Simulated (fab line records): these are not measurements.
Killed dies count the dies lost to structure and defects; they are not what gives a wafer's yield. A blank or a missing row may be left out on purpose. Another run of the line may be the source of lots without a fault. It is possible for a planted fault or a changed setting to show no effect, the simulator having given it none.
Chamber matching / flow n5Finfet / N5_BEOL_M1_PECVD_72 on pecvd-02 has 3 sister chambers
The step deposits SiO2 from TEOS/O2, target thk 16 nm, time 18 s. 3 wafers are shown with their chamber, then 11 later ones without.

WAFERS, EACH WITH ITS CHAMBER
wafer=L084.3; chamber=2; throttleValvePct (%)=21.8
wafer=L087.5; chamber=0; throttleValvePct (%)=20.7
wafer=L091.1; chamber=1; throttleValvePct (%)=21.4

WAFERS MISSING THEIR CHAMBER
wafer=L091.3; throttleValvePct (%)=19.0
wafer=L091.6; throttleValvePct (%)=21.0
wafer=L096.1; throttleValvePct (%)=20.9
wafer=L096.2; throttleValvePct (%)=19.3
wafer=L096.6; throttleValvePct (%)=19.1
wafer=L095.1; throttleValvePct (%)=19.3
wafer=L095.2; throttleValvePct (%)=21.2
wafer=L095.5; throttleValvePct (%)=20.6
wafer=L097.1; throttleValvePct (%)=20.7
wafer=L097.3; throttleValvePct (%)=19.1
wafer=L097.5; throttleValvePct (%)=20.7

WHICH CHAMBER EACH ONE RAN IN
wafer=L091.3; from the rows above=can't be placed: 0 or 1 or 2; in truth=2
wafer=L091.6; from the rows above=can't be placed: 0 or 1 or 2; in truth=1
wafer=L096.1; from the rows above=can't be placed: 0 or 1 or 2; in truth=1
wafer=L096.2; from the rows above=can't be placed: 0 or 1 or 2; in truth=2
wafer=L096.6; from the rows above=can't be placed: 0 or 1 or 2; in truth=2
wafer=L095.1; from the rows above=can't be placed: 0 or 1 or 2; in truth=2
wafer=L095.2; from the rows above=can't be placed: 1 or 0 or 2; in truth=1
wafer=L095.5; from the rows above=can't be placed: 0 or 1 or 2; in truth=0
wafer=L097.1; from the rows above=can't be placed: 0 or 1 or 2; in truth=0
wafer=L097.3; from the rows above=can't be placed: 0 or 1 or 2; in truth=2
wafer=L097.5; from the rows above=can't be placed: 0 or 1 or 2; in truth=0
Correctly placed: 0 of 11. These rows do not allow placing 11 (true chamber among the candidates in 11). Number placed wrongly: 0.
How it was worked out, from the rows above alone: a wafer's distance from a chamber is the root of the sum, over the readings, of the square of ((its reading less the chamber's mean) divided by the reading's scatter). If the next closest chamber is less than 2 further off than the closest, the wafer can't be placed; otherwise it belongs to the closest. The mean given for a chamber averages the wafers shown for that chamber. The scatter: with one shown wafer a chamber, the root of the mean of the squares of how far each hidden wafer lies from its nearest shown one.
